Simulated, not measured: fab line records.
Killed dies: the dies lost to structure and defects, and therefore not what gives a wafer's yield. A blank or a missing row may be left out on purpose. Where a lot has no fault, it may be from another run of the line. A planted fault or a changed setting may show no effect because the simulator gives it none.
Chamber matching + flow nandHarc + aldHk-02 running NHARC_A_CHANNEL_FILL_D1_ALD_16: 4 sister chambers
The step deposits SiO2, target thk 1.5 nm, pulse time 10 s, ald cycles 15. 14 wafers are shown with their chamber, then 7 later ones without.

== EACH WAFER AND ITS CHAMBER ==
| wafer  | chamber | heaterPowerW (W) | precursorPulseHeightRel |
|--------|---------|------------------|-------------------------|
| L839.1 | 1       | 480              | 1.006                   |
| L839.4 | 0       | 418              | 0.980                   |
| L839.6 | 0       | 409              | 1.039                   |
| L840.1 | 0       | 411              | 1.004                   |
| L840.2 | 1       | 465              | 0.954                   |
| L840.5 | 3       | 539              | 1.025                   |
| L846.4 | 0       | 413              | 1.043                   |
| L846.5 | 1       | 473              | 1.015                   |
| L846.6 | 0       | 418              | 1.013                   |
| L848.1 | 0       | 427              | 0.987                   |
| L848.4 | 1       | 457              | 1.007                   |
| L848.6 | 2       | 562              | 1.025                   |
| L850.1 | 3       | 523              | 1.006                   |
| L850.4 | 1       | 498              | 0.978                   |

SIGNATURES, as means of the wafers listed above
| reading                 | chamber 0 | chamber 1 | chamber 2 | chamber 3 | scatter within a chamber |
|-------------------------|-----------|-----------|-----------|-----------|--------------------------|
| heaterPowerW            | 416.00    | 474.60    | 562.00    | 531.00    | 11.5                     |
| precursorPulseHeightRel | 1.01100   | 0.99200   | 1.02500   | 1.01550   | 0.0248                   |
Rule: for each reading, subtract the chamber's mean from the wafer's reading, divide by that reading's scatter and square the result; add these up over the readings and take the root, which gives the wafer's distance from the chamber. If the next closest chamber is less than 2 further off than the closest, the wafer can't be placed; otherwise it belongs to the closest. How the scatter is found: for the shown wafers, subtract from each reading the mean of its chamber, square and add these, divide the total by (wafers less chambers), then take the root.

== WAFERS WITH NO CHAMBER GIVEN ==
| wafer  | heaterPowerW (W) | precursorPulseHeightRel |
|--------|------------------|-------------------------|
| L850.5 | 499              | 0.972                   |
| L851.1 | 573              | 1.003                   |
| L851.3 | 493              | 1.051                   |
| L851.4 | 445              | 1.044                   |
| L857.1 | 491              | 0.967                   |
| L857.2 | 563              | 0.993                   |
| L857.3 | 443              | 0.969                   |

== EACH ONE'S CHAMBER ==
| wafer  | from the rows above     | in truth |
|--------|-------------------------|----------|
| L850.5 | can't be placed: 1 or 3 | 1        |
| L851.1 | 2                       | 2        |
| L851.3 | can't be placed: 1 or 3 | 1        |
| L851.4 | can't be placed: 0 or 1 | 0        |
| L857.1 | 1                       | 1        |
| L857.2 | can't be placed: 2 or 3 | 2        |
| L857.3 | can't be placed: 0 or 1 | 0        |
Placed correctly: 2 of 7. Can't be placed from these rows: 5 (the true chamber is among the candidates in 5). Wrongly placed: 0.
